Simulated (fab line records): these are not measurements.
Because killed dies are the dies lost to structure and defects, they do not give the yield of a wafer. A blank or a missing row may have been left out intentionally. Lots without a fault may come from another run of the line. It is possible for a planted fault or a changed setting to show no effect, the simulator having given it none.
Which of the tools did it?	flow nand_harc	13 lots with 39 wafers sampled at 5 steps, on a route of 1302 steps

## WHAT THE GAUGES SHOWED, per wafer
NHARC_THIN_TSV_THK_MEAS_02: measures by ir.
lot	measured	on	thk_nm (nm)
L295	day 24 12:30	film_metro-01	2596 2557 2766
L297	day 25 00:08	film_metro-01	2746 2715 3018
L299	day 24 22:58	film_metro-01	3054 2696 2749
L298	day 25 06:37	film_metro-01	2940 2945 2709
L300	day 26 07:23	film_metro-01	2694 2522 2728
L301	day 26 13:26	film_metro-01	3474 3024 3284
L304	day 28 23:37	film_metro-01	2818 3159 2978
L306	day 29 00:49	film_metro-02	2984 3106 2879
L303	day 29 02:01	film_metro-01	3049 3275 3162
L307	day 29 11:37	film_metro-01	2834 2780 3057
L308	day 29 18:44	film_metro-02	3223 2839 3348
L314	day 32 02:40	film_metro-02	3256 3439 3019
L315	day 32 12:17	film_metro-02	3395 3181 2899

NHARC_END_SORT_01.
lot	measured	on	killed_at_array	killed_at_other	killed_at_periphery	killed_dies	killed_open	killed_short
L306	day 29 18:34	prober-01	85 68 74	1 0 0	1 3 1	87 71 75	2 6 4	3 1 1
L314	day 33 02:01	prober-01	40 132 39	2 1 0	4 3 2	46 136 41	4 1 0	1 3 2
L315	day 33 11:23	prober-01	164 56 153	3 2 3	3 3 2	170 61 158	4 5 2	3 1 0

## EACH LOT AND THE TOOL THAT RAN IT (in order: tool; ch and the chambers of the sampled wafers; start)
lot	NHARC_A_CONTACT_ETCH_127	NHARC_THIN_TSV_DESCUM_14	NHARC_THIN_TSV_CMP_21
L295	har_cap_etch-01 ch 0,1, day 22 17:10	rie_diel-07 ch 0,1, day 24 13:42	cmp-01 ch 0,2, day 24 17:50
L297	har_cap_etch-02 ch 0, day 23 06:08	rie_diel-12 ch 0,1, day 25 01:14	cmp-03 ch 0,2,3, day 25 05:37
L299	har_cap_etch-03 ch 0,1, day 23 06:44	rie_diel-09 ch 1,2, day 25 00:05	cmp-02 ch 1,2,3, day 25 04:21
L298	har_cap_etch-01 ch 0,1, day 23 12:48	rie_diel-07 ch 1,2, day 25 07:42	cmp-02 ch 1,2, day 25 11:52
L300	har_cap_etch-03 ch 0,1, day 24 15:19	rie_diel-07 ch 0,1,3, day 26 08:29	cmp-01 ch 0,2, day 26 12:47
L301	har_cap_etch-02 ch 0,1, day 24 22:53	rie_diel-09 ch 0,1,2, day 26 14:32	cmp-02 ch 1,2,3, day 26 18:46
L304	har_cap_etch-03 ch 0,1, day 26 22:20	rie_diel-07 ch 0,2, day 29 00:47	cmp-03 ch 0,1,3, day 29 05:25
L306	har_cap_etch-01 ch 0,1, day 27 01:28	rie_diel-12 ch 1,2, day 29 02:10	cmp-03 ch 0,1,3, day 29 06:46
L303	har_cap_etch-01 ch 0,1, day 27 10:08	rie_diel-12 ch 0,1,3, day 29 03:14	cmp-01 ch 0,1,3, day 29 07:44
L307	har_cap_etch-03 ch 0,1, day 27 17:47	rie_diel-12 ch 0,1,2, day 29 12:50	cmp-01 ch 1,2,3, day 29 17:05
L308	har_cap_etch-03 ch 0,1, day 28 00:42	rie_diel-07 ch 0,1,2, day 29 19:56	cmp-03 ch 0,1,3, day 30 00:14
L314	har_cap_etch-03 ch 0,1, day 30 11:02	rie_diel-12 ch 0,1,3, day 32 03:46	cmp-03 ch 1,3, day 32 07:56
L315	har_cap_etch-03 ch 0,1, day 30 15:05	rie_diel-12 ch 2,3, day 32 13:30	cmp-01 ch 0,1,2, day 32 17:44
- NHARC_A_CONTACT_ETCH_127: etches the open film in C4F8/O2/Ar, time 197 s, target depth 1918 nm.
- NHARC_THIN_TSV_DESCUM_14: chemistry O2, time 3 s.
- NHARC_THIN_TSV_CMP_21: polishes, t overpolish 30 s, target thk 2000 nm.

## AS READ BY THE TOOLS THEMSELVES (means over the sampled wafers that have a number; for cases with no such wafer, the mark the record gives instead)
NHARC_A_CONTACT_ETCH_127.
lot	tool	oes_air_line_au (a.u.)
L295	har_cap_etch-01	1.004
L297	har_cap_etch-02	1.005
L299	har_cap_etch-03	0.977
L298	har_cap_etch-01	0.994
L300	har_cap_etch-03	1.005
L301	har_cap_etch-02	0.997
L304	har_cap_etch-03	0.999
L306	har_cap_etch-01	1.010
L303	har_cap_etch-01	1.016
L307	har_cap_etch-03	1.001
L308	har_cap_etch-03	1.003
L314	har_cap_etch-03	1.000
L315	har_cap_etch-03	1.011

NHARC_THIN_TSV_DESCUM_14.
lot	tool	drypump_motor_current_A (A)	oes_product_au (a.u.)	rf_vpp_V (V)	showerhead_plenum_p_Torr (Torr)	throttle_valve_pct (%)
L295	rie_diel-07	5.2	0.997	56.7	1.78	11.313
L297	rie_diel-12	5.0	1.001	57.9	1.84	11.317
L299	rie_diel-09	6.3	1.007	57.9	1.84	11.305
L298	rie_diel-07	5.0	0.999	57.7	1.80	11.311
L300	rie_diel-07	5.3	1.001	58.4	1.80	11.310
L301	rie_diel-09	6.0	0.993	58.0	1.92	11.316
L304	rie_diel-07	5.2	0.998	56.8	1.78	11.317
L306	rie_diel-12	5.7	1.000	57.7	1.96	11.318
L303	rie_diel-12	5.4	0.995	58.3	1.92	11.313
L307	rie_diel-12	5.3	0.990	57.8	1.90	11.322
L308	rie_diel-07	5.2	1.000	56.5	1.79	11.321
L314	rie_diel-12	5.4	1.000	58.5	1.92	11.314
L315	rie_diel-12	6.0	0.997	58.7	2.02	11.315

NHARC_THIN_TSV_CMP_21.
lot	tool	motor_current_A (A)	overpolish_run_s (s)
L295	cmp-01	13.0	30.005
L297	cmp-03	12.9	29.999
L299	cmp-02	13.2	29.999
L298	cmp-02	13.7	29.998
L300	cmp-01	12.6	29.998
L301	cmp-02	12.8	30.005
L304	cmp-03	13.2	30.003
L306	cmp-03	13.3	30.008
L303	cmp-01	13.1	29.992
L307	cmp-01	13.3	30.001
L308	cmp-03	12.7	29.998
L314	cmp-03	13.5	29.993
L315	cmp-01	12.5	30.005

## THE ANSWER, worked out from the rows above alone
Rule: what is usual is taken from the lots themselves. Put in order of their means at a reading, lots are off if they are a third of the lots or fewer, leave a main group of 4 or more, and stand apart from it by a gap of 3 or more times the standard deviation of the main group's means; of several such gaps the widest counts. A main group whose means are all the same, to the digits that the tables above print for the reading, isn't used. A lot without any number at a reading at which 4 lots or more have one is off too. Where the step has rows for the other lots, those lots are counted as sound. The gauges are gone through in route order, then the tools' own readings, and for those a lot's mean is taken as printed above. The first step at which some lot is off is used, and at that step the reading that is off furthest; a lot without a number counts as furthest.
No lot is off on any of the readings shown, so nothing can be concluded from this.

## WHAT THE SIMULATOR HAD INSERTED
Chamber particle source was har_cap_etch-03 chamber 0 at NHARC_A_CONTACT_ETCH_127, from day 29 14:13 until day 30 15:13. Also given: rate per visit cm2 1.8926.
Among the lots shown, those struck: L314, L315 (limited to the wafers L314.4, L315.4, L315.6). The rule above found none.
